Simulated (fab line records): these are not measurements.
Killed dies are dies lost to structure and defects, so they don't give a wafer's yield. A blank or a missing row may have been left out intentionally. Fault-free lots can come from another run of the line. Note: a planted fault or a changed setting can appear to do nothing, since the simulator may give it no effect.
The tool behind it: which one? || flow nand-harc || 33 wafers from 11 lots sampled at 5 of the route's 1159 steps

## WHAT THE GAUGES SHOWED, per wafer
NHARC_END_SORT_01.
{"lot": "L877", "measured": "day 20 15:32", "on": "prober-02", "killed-at-array": "31 27 30", "killed-at-other": "0 0 0", "killed-at-periphery": "1 1 1", "killed-dies": "32 28 31", "killed-open": "1 3 0", "killed-short": "5 0 1"}
{"lot": "L879", "measured": "day 20 09:17", "on": "prober-01", "killed-at-array": "27 34 26", "killed-at-other": "0 2 1", "killed-at-periphery": "4 5 2", "killed-dies": "31 41 29", "killed-open": "2 6 7", "killed-short": "3 1 0"}
{"lot": "L881", "measured": "day 20 23:13", "on": "prober-02", "killed-at-array": "37 33 30", "killed-at-other": "0 1 1", "killed-at-periphery": "2 1 1", "killed-dies": "39 35 32", "killed-open": "3 4 4", "killed-short": "1 1 1"}
{"lot": "L882", "measured": "day 21 16:17", "on": "prober-01", "killed-at-array": "19 11 22", "killed-at-other": "1 0 2", "killed-at-periphery": "1 1 1", "killed-dies": "21 12 25", "killed-open": "2 1 3", "killed-short": "2 2 2"}
{"lot": "L889", "measured": "day 22 08:38", "on": "prober-02", "killed-at-array": "43 48 533", "killed-at-other": "0 0 0", "killed-at-periphery": "4 3 4", "killed-dies": "47 51 537", "killed-open": "5 3 4", "killed-short": "5 3 0"}
{"lot": "L892", "measured": "day 23 09:14", "on": "prober-01", "killed-at-array": "20 19 15", "killed-at-other": "6 7 4", "killed-at-periphery": "4 3 1", "killed-dies": "30 29 20", "killed-open": "6 4 3", "killed-short": "3 2 1"}
{"lot": "L891", "measured": "day 24 05:20", "on": "prober-02", "killed-at-array": "37 40 48", "killed-at-other": "0 0 2", "killed-at-periphery": "3 0 1", "killed-dies": "40 40 51", "killed-open": "2 0 4", "killed-short": "3 1 1"}
{"lot": "L896", "measured": "day 23 20:46", "on": "prober-01", "killed-at-array": "29 30 30", "killed-at-other": "0 2 1", "killed-at-periphery": "1 3 2", "killed-dies": "30 35 33", "killed-open": "4 8 6", "killed-short": "3 0 2"}
{"lot": "L895", "measured": "day 24 11:31", "on": "prober-02", "killed-at-array": "34 41 37", "killed-at-other": "0 0 1", "killed-at-periphery": "2 2 2", "killed-dies": "36 43 40", "killed-open": "2 3 2", "killed-short": "2 3 2"}
{"lot": "L899", "measured": "day 24 11:40", "on": "prober-01", "killed-at-array": "14 23 19", "killed-at-other": "1 0 1", "killed-at-periphery": "0 7 7", "killed-dies": "15 30 27", "killed-open": "2 3 6", "killed-short": "3 5 4"}
{"lot": "L900", "measured": "day 25 03:25", "on": "prober-02", "killed-at-array": "37 38 42", "killed-at-other": "0 0 0", "killed-at-periphery": "1 2 1", "killed-dies": "38 40 43", "killed-open": "6 1 7", "killed-short": "1 1 0"}

## WHICH TOOL RAN EACH LOT (tool, then ch and the chambers of the sampled wafers, then the start)
{"lot": "L877", "NHARC_A_STAIRCASE_ETCHBACK_422": "rie-diel-09 ch 0,2,3, day 13 15:14", "NHARC_A_STAIRCASE_STRIP_475": "rie-diel-13 ch 0,2,3, day 13 17:34 or earlier", "NHARC_A_SGD_CUT_ETCH_58": "rie-diel-01 ch 0,2,3, day 13 17:34", "NHARC_A_SGD_CUT_ETCHBACK_24": "rie-diel-11 ch 0,1,2, day 14 02:30"}
{"lot": "L879", "NHARC_A_STAIRCASE_ETCHBACK_422": "rie-diel-09 ch 1,2,3, day 14 19:45", "NHARC_A_STAIRCASE_STRIP_475": "rie-diel-13 ch 1,2,3, day 14 21:57 or earlier", "NHARC_A_SGD_CUT_ETCH_58": "rie-diel-05 ch 0,1,2, day 14 21:57", "NHARC_A_SGD_CUT_ETCHBACK_24": "rie-diel-01 ch 0,1, day 15 04:02"}
{"lot": "L881", "NHARC_A_STAIRCASE_ETCHBACK_422": "rie-diel-08 ch 0,2,3, day 14 21:05", "NHARC_A_STAIRCASE_STRIP_475": "rie-diel-08 ch 1,2,3, day 14 23:28 or earlier", "NHARC_A_SGD_CUT_ETCH_58": "rie-diel-11 ch 0,3, day 14 23:28", "NHARC_A_SGD_CUT_ETCHBACK_24": "rie-diel-11 ch 2,3, day 15 04:10"}
{"lot": "L882", "NHARC_A_STAIRCASE_ETCHBACK_422": "rie-diel-08 ch 0,2,3, day 15 15:23", "NHARC_A_STAIRCASE_STRIP_475": "rie-diel-09 ch 2,3, day 15 17:58 or earlier", "NHARC_A_SGD_CUT_ETCH_58": "rie-diel-05 ch 0,2,3, day 15 17:58", "NHARC_A_SGD_CUT_ETCHBACK_24": "rie-diel-11 ch 0,1, day 15 23:52"}
{"lot": "L889", "NHARC_A_STAIRCASE_ETCHBACK_422": "rie-diel-13 ch 1,2,3, day 16 14:46", "NHARC_A_STAIRCASE_STRIP_475": "rie-diel-13 ch 0,1, day 16 17:08 or earlier", "NHARC_A_SGD_CUT_ETCH_58": "rie-diel-05 ch 0,2,3, day 16 17:08", "NHARC_A_SGD_CUT_ETCHBACK_24": "rie-diel-01 ch 0,1,3, day 16 22:53"}
{"lot": "L892", "NHARC_A_STAIRCASE_ETCHBACK_422": "rie-diel-08 ch 0,2,3, day 17 10:31", "NHARC_A_STAIRCASE_STRIP_475": "rie-diel-09 ch 0,1,2, day 17 12:48 or earlier", "NHARC_A_SGD_CUT_ETCH_58": "rie-diel-01 ch 0,1,3, day 17 12:48", "NHARC_A_SGD_CUT_ETCHBACK_24": "rie-diel-05 ch 0,3, day 17 20:01"}
{"lot": "L891", "NHARC_A_STAIRCASE_ETCHBACK_422": "rie-diel-08 ch 0,3, day 17 19:33", "NHARC_A_STAIRCASE_STRIP_475": "rie-diel-13 ch 1,2,3, day 17 21:52 or earlier", "NHARC_A_SGD_CUT_ETCH_58": "rie-diel-11 ch 1,3, day 17 21:52", "NHARC_A_SGD_CUT_ETCHBACK_24": "rie-diel-01 ch 1,2, day 18 06:17"}
{"lot": "L896", "NHARC_A_STAIRCASE_ETCHBACK_422": "rie-diel-13 ch 0,1,3, day 17 20:16", "NHARC_A_STAIRCASE_STRIP_475": "rie-diel-09 ch 0,1, day 17 22:36 or earlier", "NHARC_A_SGD_CUT_ETCH_58": "rie-diel-01 ch 0,3, day 17 22:36", "NHARC_A_SGD_CUT_ETCHBACK_24": "rie-diel-05 ch 0,1,3, day 18 06:26"}
{"lot": "L895", "NHARC_A_STAIRCASE_ETCHBACK_422": "rie-diel-09 ch 0,2,3, day 17 20:56", "NHARC_A_STAIRCASE_STRIP_475": "rie-diel-09 ch 0,2,3, day 17 23:15 or earlier", "NHARC_A_SGD_CUT_ETCH_58": "rie-diel-11 ch 0,1,3, day 17 23:15", "NHARC_A_SGD_CUT_ETCHBACK_24": "rie-diel-01 ch 0,1,3, day 18 06:26"}
{"lot": "L899", "NHARC_A_STAIRCASE_ETCHBACK_422": "rie-diel-08 ch 0,1,3, day 18 19:06", "NHARC_A_STAIRCASE_STRIP_475": "rie-diel-13 ch 0,1,2, day 18 21:29 or earlier", "NHARC_A_SGD_CUT_ETCH_58": "rie-diel-01 ch 1,2, day 18 21:29", "NHARC_A_SGD_CUT_ETCHBACK_24": "rie-diel-05 ch 0,2, day 19 03:53"}
{"lot": "L900", "NHARC_A_STAIRCASE_ETCHBACK_422": "rie-diel-09 ch 1,2,3, day 19 20:17", "NHARC_A_STAIRCASE_STRIP_475": "rie-diel-08 ch 0,2,3, day 19 21:22", "NHARC_A_SGD_CUT_ETCH_58": "rie-diel-01 ch 0,1,2, day 19 23:22", "NHARC_A_SGD_CUT_ETCHBACK_24": "rie-diel-05 ch 0,1,3, day 20 05:16"}
- NHARC_A_STAIRCASE_ETCHBACK_422: etches the open film in CH3F/O2, target depth 40 nm, time 74.286 s.
- NHARC_A_STAIRCASE_STRIP_475: strips in O2, time 20 s.
- NHARC_A_SGD_CUT_ETCH_58: etches the open film in CF4, target depth 39 nm, time 65 s.
- NHARC_A_SGD_CUT_ETCHBACK_24: etches the open film in CH3F/O2, target depth 50 nm, time 92.857 s.

## WHAT THE TOOLS THEMSELVES READ (means of the sampled wafers that have a number; where no wafer has one, the mark that the record gives instead)
NHARC_A_STAIRCASE_ETCHBACK_422.
{"lot": "L877", "tool": "rie-diel-09", "drypump-motor-current-A (A)": 5.5, "oes-product-au (a.u.)": 0.99, "rf-vpp-V (V)": 245.3, "showerhead-plenum-p-Torr (Torr)": 2.46, "throttle-valve-pct (%)": 20.670}
{"lot": "L879", "tool": "rie-diel-09", "drypump-motor-current-A (A)": 5.8, "oes-product-au (a.u.)": 0.91, "rf-vpp-V (V)": 244.3, "showerhead-plenum-p-Torr (Torr)": 2.50, "throttle-valve-pct (%)": 20.662}
{"lot": "L881", "tool": "rie-diel-08", "drypump-motor-current-A (A)": 6.1, "oes-product-au (a.u.)": 0.99, "rf-vpp-V (V)": 243.5, "showerhead-plenum-p-Torr (Torr)": 2.41, "throttle-valve-pct (%)": 20.656}
{"lot": "L882", "tool": "rie-diel-08", "drypump-motor-current-A (A)": 6.1, "oes-product-au (a.u.)": 1.00, "rf-vpp-V (V)": 243.1, "showerhead-plenum-p-Torr (Torr)": 2.41, "throttle-valve-pct (%)": 20.672}
{"lot": "L889", "tool": "rie-diel-13", "drypump-motor-current-A (A)": 5.8, "oes-product-au (a.u.)": 0.93, "rf-vpp-V (V)": 244.1, "showerhead-plenum-p-Torr (Torr)": 2.46, "throttle-valve-pct (%)": 20.662}
{"lot": "L892", "tool": "rie-diel-08", "drypump-motor-current-A (A)": 6.1, "oes-product-au (a.u.)": 0.92, "rf-vpp-V (V)": 243.8, "showerhead-plenum-p-Torr (Torr)": 2.41, "throttle-valve-pct (%)": 20.666}
{"lot": "L891", "tool": "rie-diel-08", "drypump-motor-current-A (A)": 6.1, "oes-product-au (a.u.)": 0.91, "rf-vpp-V (V)": 243.4, "showerhead-plenum-p-Torr (Torr)": 2.40, "throttle-valve-pct (%)": 20.660}
{"lot": "L896", "tool": "rie-diel-13", "drypump-motor-current-A (A)": 5.7, "oes-product-au (a.u.)": 1.00, "rf-vpp-V (V)": 245.6, "showerhead-plenum-p-Torr (Torr)": 2.51, "throttle-valve-pct (%)": 20.673}
{"lot": "L895", "tool": "rie-diel-09", "drypump-motor-current-A (A)": 5.4, "oes-product-au (a.u.)": 1.00, "rf-vpp-V (V)": 244.9, "showerhead-plenum-p-Torr (Torr)": 2.44, "throttle-valve-pct (%)": 20.662}
{"lot": "L899", "tool": "rie-diel-08", "drypump-motor-current-A (A)": 6.1, "oes-product-au (a.u.)": 0.99, "rf-vpp-V (V)": 242.9, "showerhead-plenum-p-Torr (Torr)": 2.37, "throttle-valve-pct (%)": 20.668}
{"lot": "L900", "tool": "rie-diel-09", "drypump-motor-current-A (A)": 5.8, "oes-product-au (a.u.)": 1.00, "rf-vpp-V (V)": 244.9, "showerhead-plenum-p-Torr (Torr)": 2.48, "throttle-valve-pct (%)": 20.653}

NHARC_A_STAIRCASE_STRIP_475.
{"lot": "L877", "tool": "rie-diel-13", "drypump-motor-current-A (A)": 5.9, "oes-product-au (a.u.)": 0.996, "rf-vpp-V (V)": 58.1, "showerhead-plenum-p-Torr (Torr)": 3.49, "throttle-valve-pct (%)": 17.034}
{"lot": "L879", "tool": "rie-diel-13", "drypump-motor-current-A (A)": 5.8, "oes-product-au (a.u.)": 1.004, "rf-vpp-V (V)": 57.5, "showerhead-plenum-p-Torr (Torr)": 3.54, "throttle-valve-pct (%)": 17.039}
{"lot": "L881", "tool": "rie-diel-08", "drypump-motor-current-A (A)": 6.3, "oes-product-au (a.u.)": 0.998, "rf-vpp-V (V)": 57.9, "showerhead-plenum-p-Torr (Torr)": 3.43, "throttle-valve-pct (%)": 17.039}
{"lot": "L882", "tool": "rie-diel-09", "drypump-motor-current-A (A)": 5.3, "oes-product-au (a.u.)": 1.008, "rf-vpp-V (V)": 58.0, "showerhead-plenum-p-Torr (Torr)": 3.61, "throttle-valve-pct (%)": 17.031}
{"lot": "L889", "tool": "rie-diel-13", "drypump-motor-current-A (A)": 5.8, "oes-product-au (a.u.)": 0.993, "rf-vpp-V (V)": 58.0, "showerhead-plenum-p-Torr (Torr)": 3.70, "throttle-valve-pct (%)": 17.028}
{"lot": "L892", "tool": "rie-diel-09", "drypump-motor-current-A (A)": 6.0, "oes-product-au (a.u.)": 0.991, "rf-vpp-V (V)": 57.9, "showerhead-plenum-p-Torr (Torr)": 3.47, "throttle-valve-pct (%)": 17.036}
{"lot": "L891", "tool": "rie-diel-13", "drypump-motor-current-A (A)": 5.8, "oes-product-au (a.u.)": 1.000, "rf-vpp-V (V)": 58.0, "showerhead-plenum-p-Torr (Torr)": 3.53, "throttle-valve-pct (%)": 17.045}
{"lot": "L896", "tool": "rie-diel-09", "drypump-motor-current-A (A)": 6.5, "oes-product-au (a.u.)": 0.992, "rf-vpp-V (V)": 57.5, "showerhead-plenum-p-Torr (Torr)": 3.42, "throttle-valve-pct (%)": 17.030}
{"lot": "L895", "tool": "rie-diel-09", "drypump-motor-current-A (A)": 5.5, "oes-product-au (a.u.)": 0.993, "rf-vpp-V (V)": 56.9, "showerhead-plenum-p-Torr (Torr)": 3.50, "throttle-valve-pct (%)": 17.039}
{"lot": "L899", "tool": "rie-diel-13", "drypump-motor-current-A (A)": 6.0, "oes-product-au (a.u.)": 1.008, "rf-vpp-V (V)": 58.2, "showerhead-plenum-p-Torr (Torr)": 3.56, "throttle-valve-pct (%)": 17.033}
{"lot": "L900", "tool": "rie-diel-08", "drypump-motor-current-A (A)": 6.1, "oes-product-au (a.u.)": 0.994, "rf-vpp-V (V)": 58.1, "showerhead-plenum-p-Torr (Torr)": 3.45, "throttle-valve-pct (%)": 17.034}

NHARC_A_SGD_CUT_ETCH_58.
{"lot": "L877", "tool": "rie-diel-01", "drypump-motor-current-A (A)": 5.8, "oes-product-au (a.u.)": 0.989, "rf-vpp-V (V)": 149.7, "showerhead-plenum-p-Torr (Torr)": 1.73, "throttle-valve-pct (%)": 13.283}
{"lot": "L879", "tool": "rie-diel-05", "drypump-motor-current-A (A)": 5.6, "oes-product-au (a.u.)": 0.981, "rf-vpp-V (V)": 150.7, "showerhead-plenum-p-Torr (Torr)": 1.77, "throttle-valve-pct (%)": 13.277}
{"lot": "L881", "tool": "rie-diel-11", "drypump-motor-current-A (A)": 5.8, "oes-product-au (a.u.)": 0.996, "rf-vpp-V (V)": 151.1, "showerhead-plenum-p-Torr (Torr)": 1.75, "throttle-valve-pct (%)": 13.288}
{"lot": "L882", "tool": "rie-diel-05", "drypump-motor-current-A (A)": 5.9, "oes-product-au (a.u.)": 1.006, "rf-vpp-V (V)": 151.3, "showerhead-plenum-p-Torr (Torr)": 1.78, "throttle-valve-pct (%)": 13.275}
{"lot": "L889", "tool": "rie-diel-05", "drypump-motor-current-A (A)": 5.9, "oes-product-au (a.u.)": 0.938, "rf-vpp-V (V)": 151.7, "showerhead-plenum-p-Torr (Torr)": 1.78, "throttle-valve-pct (%)": 13.283}
{"lot": "L892", "tool": "rie-diel-01", "drypump-motor-current-A (A)": 5.7, "oes-product-au (a.u.)": 0.986, "rf-vpp-V (V)": 150.6, "showerhead-plenum-p-Torr (Torr)": 1.74, "throttle-valve-pct (%)": 13.278}
{"lot": "L891", "tool": "rie-diel-11", "drypump-motor-current-A (A)": 5.3, "oes-product-au (a.u.)": 0.993, "rf-vpp-V (V)": 153.5, "showerhead-plenum-p-Torr (Torr)": 1.80, "throttle-valve-pct (%)": 13.289}
{"lot": "L896", "tool": "rie-diel-01", "drypump-motor-current-A (A)": 6.0, "oes-product-au (a.u.)": 1.004, "rf-vpp-V (V)": 152.0, "showerhead-plenum-p-Torr (Torr)": 1.78, "throttle-valve-pct (%)": 13.276}
{"lot": "L895", "tool": "rie-diel-11", "drypump-motor-current-A (A)": 5.7, "oes-product-au (a.u.)": 1.010, "rf-vpp-V (V)": 151.5, "showerhead-plenum-p-Torr (Torr)": 1.74, "throttle-valve-pct (%)": 13.274}
{"lot": "L899", "tool": "rie-diel-01", "drypump-motor-current-A (A)": 5.5, "oes-product-au (a.u.)": 0.998, "rf-vpp-V (V)": 149.9, "showerhead-plenum-p-Torr (Torr)": 1.67, "throttle-valve-pct (%)": 13.278}
{"lot": "L900", "tool": "rie-diel-01", "drypump-motor-current-A (A)": 5.5, "oes-product-au (a.u.)": 0.999, "rf-vpp-V (V)": 149.3, "showerhead-plenum-p-Torr (Torr)": 1.69, "throttle-valve-pct (%)": 13.278}

NHARC_A_SGD_CUT_ETCHBACK_24.
{"lot": "L877", "tool": "rie-diel-11", "drypump-motor-current-A (A)": 5.8, "oes-product-au (a.u.)": 0.99, "rf-vpp-V (V)": 244.1, "showerhead-plenum-p-Torr (Torr)": 2.41, "throttle-valve-pct (%)": 20.664}
{"lot": "L879", "tool": "rie-diel-01", "drypump-motor-current-A (A)": 5.5, "oes-product-au (a.u.)": 0.99, "rf-vpp-V (V)": 243.5, "showerhead-plenum-p-Torr (Torr)": 2.38, "throttle-valve-pct (%)": 20.659}
{"lot": "L881", "tool": "rie-diel-11", "drypump-motor-current-A (A)": 5.1, "oes-product-au (a.u.)": 0.92, "rf-vpp-V (V)": 246.7, "showerhead-plenum-p-Torr (Torr)": 2.62, "throttle-valve-pct (%)": 20.664}
{"lot": "L882", "tool": "rie-diel-11", "drypump-motor-current-A (A)": 6.1, "oes-product-au (a.u.)": 1.00, "rf-vpp-V (V)": 242.6, "showerhead-plenum-p-Torr (Torr)": 2.30, "throttle-valve-pct (%)": 20.669}
{"lot": "L889", "tool": "rie-diel-01", "drypump-motor-current-A (A)": 5.8, "oes-product-au (a.u.)": 0.99, "rf-vpp-V (V)": 243.4, "showerhead-plenum-p-Torr (Torr)": 2.41, "throttle-valve-pct (%)": 20.662}
{"lot": "L892", "tool": "rie-diel-05", "drypump-motor-current-A (A)": 5.5, "oes-product-au (a.u.)": 0.93, "rf-vpp-V (V)": 244.8, "showerhead-plenum-p-Torr (Torr)": 2.51, "throttle-valve-pct (%)": 20.669}
{"lot": "L891", "tool": "rie-diel-01", "drypump-motor-current-A (A)": 5.5, "oes-product-au (a.u.)": 0.99, "rf-vpp-V (V)": 241.9, "showerhead-plenum-p-Torr (Torr)": 2.32, "throttle-valve-pct (%)": 20.659}
{"lot": "L896", "tool": "rie-diel-05", "drypump-motor-current-A (A)": 5.5, "oes-product-au (a.u.)": 1.00, "rf-vpp-V (V)": 245.0, "showerhead-plenum-p-Torr (Torr)": 2.52, "throttle-valve-pct (%)": 20.658}
{"lot": "L895", "tool": "rie-diel-01", "drypump-motor-current-A (A)": 5.7, "oes-product-au (a.u.)": 1.00, "rf-vpp-V (V)": 243.3, "showerhead-plenum-p-Torr (Torr)": 2.41, "throttle-valve-pct (%)": 20.663}
{"lot": "L899", "tool": "rie-diel-05", "drypump-motor-current-A (A)": 6.1, "oes-product-au (a.u.)": 0.99, "rf-vpp-V (V)": 243.1, "showerhead-plenum-p-Torr (Torr)": 2.41, "throttle-valve-pct (%)": 20.658}
{"lot": "L900", "tool": "rie-diel-05", "drypump-motor-current-A (A)": 5.5, "oes-product-au (a.u.)": 1.00, "rf-vpp-V (V)": 246.3, "showerhead-plenum-p-Torr (Torr)": 2.52, "throttle-valve-pct (%)": 20.665}

## THE ANSWER, worked out from the rows above alone
Rule: what is usual is taken from the lots themselves. Put in order of their means at a reading, lots are off if they are a third of the lots or fewer, leave a main group of 4 or more, and stand apart from it by a gap of 3 or more times the standard deviation of the main group's means; of several such gaps the widest counts. A main group is skipped when, at the precision printed for the reading in the tables above, its means are all equal. Also off: a lot with no number at a reading for which 4 or more lots have one. All remaining lots with rows at the step are treated as sound. Order of review: gauges by route order, followed by the tools' own readings, for which a lot's mean as printed above is used. The first step at which some lot is off is used, and at that step the reading that is off furthest; a lot without a number counts as furthest.
Off: L889 (NHARC_END_SORT_01, killed-dies). The main group has a mean of 33 with a standard deviation of 7.3.
If a tool, at a process step before that reading, ran all the lots that are off and no sound lot after the first of them, it fits. Not tried: the gauges at NHARC_END_SORT_01; whatever is off there is also off at NHARC_A_SGD_CUT_ETCH_58, on other tools, and gauge error can't account for it. NHARC_A_STAIRCASE_STRIP_475: start missing for some lots; hours and lot order therefore follow NHARC_A_SGD_CUT_ETCH_58. One fits: NHARC_A_SGD_CUT_ETCH_58 on rie-diel-05. Its last sound lot is L882 (day 15 17:58), its first lot that is off L889 (day 16 17:08): a fault that began between those two fits.
The tool's own readings at NHARC_A_SGD_CUT_ETCH_58 bear it out: on the lots that are off they differ by more than 5 times the standard deviation of the sound lots' means. oes-product-au reads 0.938 a.u. there against 0.996 a.u. on the sound lots.

## WHAT THE SIMULATOR HAD PUT IN
rie-diel-05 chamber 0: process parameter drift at NHARC_A_SGD_CUT_ETCH_58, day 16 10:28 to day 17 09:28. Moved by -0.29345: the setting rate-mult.
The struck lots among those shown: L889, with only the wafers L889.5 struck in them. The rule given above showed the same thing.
